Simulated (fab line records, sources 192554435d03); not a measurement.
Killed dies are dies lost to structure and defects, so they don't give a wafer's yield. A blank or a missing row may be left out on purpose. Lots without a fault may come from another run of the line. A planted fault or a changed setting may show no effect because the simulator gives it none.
Split-lot experiment | flow n5_finfet | 7 lots, 21 wafers read, on a route of 1938 steps

THE SPLIT
At N5_BEOL_M11_COAT_05 (resist thk 90 nm), the setting spin_rpm was moved away from the recipe's 1500 rpm on 7 of the 21 wafers read, by -6.5% to +8.8%. The other wafers ran this setting at the recipe's value.

FROM THE SPLIT TO THE READING: what the file shows between them, 2 steps
- N5_BEOL_M11_EBR_07
- N5_BEOL_M11_SOFTBAKE_06: time 60 s

THE READING
CAR-ArF_of_BEOL_M11_COAT_05.thk_nm (the simulator's own value, which no gauge read), in nm, at N5_BEOL_M11_DESCUM_16 (chemistry O2, time 7.9 s). The file gives no usual value for it. The 14 wafers here that ran the recipe average 83.6 nm, standard deviation 0.21 nm.

wafer  | tool, chamber at the split | spin_rpm as run, rpm | against the recipe | CAR-ArF_of_BEOL_M11_COAT_05.thk_nm, nm | against lot-mates on the recipe
L075.2 | litho_track-03, 0          | 1500                 | recipe             | 83.2                                   | -
L075.4 | litho_track-03, 0          | 1500                 | recipe             | 83.6                                   | -
L075.6 | litho_track-03, 0          | 1500                 | recipe             | 83.8                                   | -
L077.3 | litho_track-05, 0          | 1403                 | -6.5%              | 87                                     | +3.4
L077.5 | litho_track-05, 0          | 1500                 | recipe             | 83.6                                   | -
L077.6 | litho_track-05, 0          | 1500                 | recipe             | 83.6                                   | -
L079.2 | litho_track-02, 0          | 1629                 | +8.6%              | 79.8                                   | -3.6
L079.6 | litho_track-02, 0          | 1629                 | +8.6%              | 79.8                                   | -3.6
L079.4 | litho_track-02, 0          | 1500                 | recipe             | 83.4                                   | -
L078.2 | litho_track-02, 0          | 1500                 | recipe             | 83.8                                   | -
L078.4 | litho_track-02, 0          | 1500                 | recipe             | 83.6                                   | -
L078.6 | litho_track-02, 0          | 1500                 | recipe             | 83.6                                   | -
L086.1 | litho_track-05, 0          | 1632                 | +8.8%              | 80                                     | -3.8
L086.2 | litho_track-05, 0          | 1500                 | recipe             | 83.8                                   | -
L086.6 | litho_track-05, 0          | 1632                 | +8.8%              | 80.4                                   | -3.4
L087.2 | litho_track-05, 0          | 1500                 | recipe             | 83.6                                   | -
L087.3 | litho_track-05, 0          | 1500                 | recipe             | 84                                     | -
L087.6 | litho_track-05, 0          | 1500                 | recipe             | 83.2                                   | -
L089.2 | litho_track-02, 0          | 1594                 | +6.3%              | 80.8                                   | -2.8
L089.5 | litho_track-02, 0          | 1594                 | +6.3%              | 80.8                                   | -2.8
L089.6 | litho_track-02, 0          | 1500                 | recipe             | 83.6                                   | -

THE FIT
A straight line over all 21 wafers: CAR-ArF_of_BEOL_M11_COAT_05.thk_nm changes by -0.436 nm for each +1% of spin_rpm; r = -0.99; the points scatter about the line by 0.27 nm.
The same after taking each lot's own level away (the mean of its wafers on the recipe; 21 wafers): -0.437 nm for each +1%; r = -0.99; scatter 0.23 nm.
On that fit, the largest move of spin_rpm shifts the reading by 3.8 nm.
The lots' own levels span 83.40 to 83.80 nm, that is 1.9 times the standard deviation above.
So the lot-to-lot level changes the slope little: the two slopes agree.
Check: with one of the wafers moved furthest among these (+8.8%) left out of the fit, the line predicts -3.78 nm for it against its lot-mates. It came out at -3.8 nm against them.

OTHER SPLITS ON THESE WAFERS
These wafers also went through other splits before the reading. Each is held against what the fit with the lots' levels taken away leaves over:
other split on the same wafers | wafers away from the commonest value | r with CAR-ArF_of_BEOL_M11_COAT_05.thk_nm (lot level and that fit taken away)
N5_BEOL_M5_COAT_74 spin_rpm    | 8                                    | -0.22
N5_BEOL_M6_COAT_22 spin_rpm    | 11                                   | +0.22
N5_BEOL_M7_EXPOSE_25 dose_mj   | 5                                    | +0.10
N5_BEOL_M7_DESCUM_33 time_s    | 8                                    | -0.07
N5_BEOL_M10_DEP_56 time_s      | 7                                    | +0.28

THE WHOLE CHAIN: every reading that the file lists as answering this split, in the file's order
step                  | what it does             | reading                                                                             | change (the file's fit)               | r (the file's)
N5_BEOL_M11_COAT_05   | resist thk 90 nm         | CAR-ArF_of_BEOL_M11_COAT_05.thk_nm (the simulator's own value, which no gauge read) | -0.429 nm for each +1% of the setting | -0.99
N5_BEOL_M11_DESCUM_16 | chemistry O2, time 7.9 s | CAR-ArF_of_BEOL_M11_COAT_05.thk_nm (the simulator's own value, which no gauge read) | -0.439 nm for each +1% of the setting | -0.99

THE FILE'S OWN FIT
CAR-ArF_of_BEOL_M11_COAT_05.thk_nm changes by -0.439 nm for each +1% of spin_rpm, r = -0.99.
